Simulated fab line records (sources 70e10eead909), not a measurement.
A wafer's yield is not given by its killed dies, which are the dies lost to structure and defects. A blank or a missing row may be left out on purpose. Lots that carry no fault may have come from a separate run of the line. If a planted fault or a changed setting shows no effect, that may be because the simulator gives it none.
The tool behind it: which one? :: flow nand harc :: 12 lots with 36 wafers sampled at 2 steps, on a route of 1302 steps

== WHAT EACH GAUGE READ, for each wafer ==
NHARC_A_CONTACT_INSPECT_23.
lot: L075
measured: day 22 14:34
on: defect inspect-02
raw defect count: 904 469 586

lot: L076
measured: day 23 05:11
on: defect inspect-01
raw defect count: 559 500 561

lot: L080
measured: day 24 02:22
on: defect inspect-02
raw defect count: 574 887 541

lot: L079
measured: day 25 06:13
on: defect inspect-01
raw defect count: 669 553 651

lot: L083
measured: day 25 23:37
on: defect inspect-02
raw defect count: 365 454 373

lot: L085
measured: day 27 14:20
on: defect inspect-01
raw defect count: 532 542 490

lot: L086
measured: day 27 22:49
on: defect inspect-02
raw defect count: 593 631 528

lot: L088
measured: day 28 15:08
on: defect inspect-01
raw defect count: 692 522 641

lot: L090
measured: day 29 10:29
on: defect inspect-02
raw defect count: 729 733 727

lot: L093
measured: day 29 22:16
on: defect inspect-01
raw defect count: 589 472 559

lot: L094
measured: day 30 23:31
on: defect inspect-02
raw defect count: 534 389 498

lot: L096
measured: day 31 14:42
on: defect inspect-02
raw defect count: 536 669 538

== EACH LOT AND THE TOOL THAT RAN IT (in order: tool; ch and the chambers of the sampled wafers; start) ==
lot: L075
NHARC_A_CONTACT_ETCH_92: rie diel-10 ch 0,1,3, day 22 11:55

lot: L076
NHARC_A_CONTACT_ETCH_92: rie diel-09 ch 0,1,3, day 23 02:28

lot: L080
NHARC_A_CONTACT_ETCH_92: rie diel-11 ch 0,2,3, day 23 23:42

lot: L079
NHARC_A_CONTACT_ETCH_92: rie diel-09 ch 0,1, day 25 03:20

lot: L083
NHARC_A_CONTACT_ETCH_92: rie diel-09 ch 0,2,3, day 25 20:57

lot: L085
NHARC_A_CONTACT_ETCH_92: rie diel-09 ch 1,3, day 27 11:32

lot: L086
NHARC_A_CONTACT_ETCH_92: rie diel-11 ch 0,2, day 27 20:11

lot: L088
NHARC_A_CONTACT_ETCH_92: rie diel-11 ch 0,3, day 28 12:29

lot: L090
NHARC_A_CONTACT_ETCH_92: rie diel-11 ch 0,1, day 29 06:54

lot: L093
NHARC_A_CONTACT_ETCH_92: rie diel-10 ch 1,3, day 29 19:35

lot: L094
NHARC_A_CONTACT_ETCH_92: rie diel-11 ch 1,2,3, day 30 20:21

lot: L096
NHARC_A_CONTACT_ETCH_92: rie diel-11 ch 1,2,3, day 31 12:03
- NHARC_A_CONTACT_ETCH_92: etches the open film in CH3F/O2, target depth 40 nm, time 85.7 s.

== THE ANSWER, worked out from the rows above alone ==
Rule: the usual values come from the lots themselves. The widest of any qualifying gaps counts: lots, ordered by their means at a reading, are off when they make up no more than a third of the lots, leave a main group of 4 or more, and stand apart from it by 3 or more times the standard deviation of that group's means. If all means in a main group match to the digits the tables above print for the reading, that group is not used. A lot without any number at a reading at which 4 lots or more have one is off too. The other lots that the step has rows for count as sound.
No lot is off at any reading shown: from this, nothing can be told.

== WHAT HAD BEEN PUT IN BY THE SIMULATOR ==
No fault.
